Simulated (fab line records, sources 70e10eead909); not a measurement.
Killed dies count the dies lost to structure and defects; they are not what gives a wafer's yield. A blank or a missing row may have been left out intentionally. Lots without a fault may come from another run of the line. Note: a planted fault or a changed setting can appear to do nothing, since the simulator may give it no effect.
Comparing a struck lot with a sound one / flow nand-harc / 14 steps out of a route of 1302
Sound: wafers L786.2, L786.5, L786.6. The struck wafers were L796.1, L796.3, L796.4. At the end, the cause is stated.
Order at every step that has rows: each side's tool, ch and its chambers, its first start. Under that, the readings that differ: sound wafers / struck wafers / difference of the means / sigmas: that difference in standard deviations of wafers without a fault.
alike: words and numbers the same on both sides, and readings whose means are apart by under 2 such deviations; not compared: readings that were withheld, readings missing a value for some wafer, numbers with overlapping values and no deviation given by the record, and bounds like >300 which may hide the same value.
A row with sigmas, a row that says differs or no value, or rows on one side alone: a step with any of these is where the two part. Numbers that have no deviation but don't overlap get no sigmas and don't part them. A reading missing from all wafers of one side parts the sides only when that side holds two or more wafers.

first, 1 step without rows for these wafers: NHARC_P_CONTACT_ETCH_36 (etches the open film in N2/H2, target depth 260 nm, time 406.25 s).
NHARC_P_CONTACT_ETCH_18: etches the open film in C4F8/O2/Ar, target depth 481 nm, time 240.5 s.
  sound: rie-diel-01 ch 0,1,3; struck: rie-diel-01 ch 1,2,3
  alike: oes-product-au, rf-vpp-V
  not compared: rf-hours-counter-h
then, 2 steps without rows for these wafers: NHARC_P_CONTACT_STRIP_37 (strips in C4F8/O2/Ar); NHARC_P_CONTACT_ETCH_31 (etches the open film in CH3F/O2, target depth 30 nm, time 85.7 s).
NHARC_P_CONTACT_CD_MEAS_19:
  sound on cd-sem-02, day 6 22:47; struck on cd-sem-01, day 10 20:05
  alike: cd-nm
NHARC_P_CONTACT_STRIP_28: strips in O2.
  sound on rie-diel-01 ch 0,1, day 6 22:51; struck on rie-diel-10 ch 0,1,3, day 10 20:10
  alike: drypump-motor-current-A, o2-flow-sccm, oes-product-au, rf-vpp-V, showerhead-plenum-p-Torr, throttle-valve-pct
  not compared: rf-hours-counter-h
then, 3 steps without rows for these wafers: NHARC_P_CONTACT_STRIP_29 (strips in post etch residue remover, time 1200 s); NHARC_P_CONTACT_DEGAS_38 (time 60 s); NHARC_P_CONTACT_PRE_CLEAN_39 (time 19.5 s).
NHARC_P_CONTACT_PVD_32: deposits Ti, target thk 5 nm, time 17.7 s.
  sound on pvd-sputter-03; struck on pvd-sputter-03
  alike: throttle-valve-pct
NHARC_P_CONTACT_ALD_22: deposits TiN, target thk 3 nm, pulse time 1 s, ald cycles 150.
  sound on ald-metal-01 ch 0,1,3, day 6 23:46; struck on ald-metal-03 ch 0,1,2, day 10 21:02
  alike: heater-power-w, precursor-pulse-height-rel
NHARC_P_CONTACT_CVD_23: deposits W, target thk 200 nm, time 557 s.
  sound: cvd-w-02 ch 0,1; struck: cvd-w-02 ch 0,1
  alike: heater-power-w, throttle-valve-pct
NHARC_P_CONTACT_CMP_24: polishes, t overpolish 30 s, target thk 200 nm.
  sound on cmp-01 ch 0,1,3, day 7 00:39; struck on cmp-03 ch 0,1,2, day 10 21:55
reading=time-to-endpoint-s (s); sound=38.9 42.6 38.0; struck=24.1 22.1 21.1; difference=-17.4; sigmas=-6
  alike: motor-current-A, overpolish-run-s
-- break in the record here, with 18 days between the starts of the struck wafers on either side (left off in module P_CONTACT, picked up again in module END, where the first step shown is number 1302 on the route) --
NHARC_END_SORT_01:
  sound on prober-02 ch 0, day 25 04:28; struck on prober-02 ch 0, day 28 10:53
  alike: killed-at-array, killed-at-other, killed-at-periphery, killed-dies, killed-open, killed-short

== WHERE THEY PART ==
Only at NHARC_P_CONTACT_CMP_24, within this record. Later steps at which nothing parts them and some readings are alike: NHARC_END_SORT_01.

WHY: what had been put in by the simulator
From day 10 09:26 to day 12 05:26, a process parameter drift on cmp-03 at NHARC_P_CONTACT_CMP_24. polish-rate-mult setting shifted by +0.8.
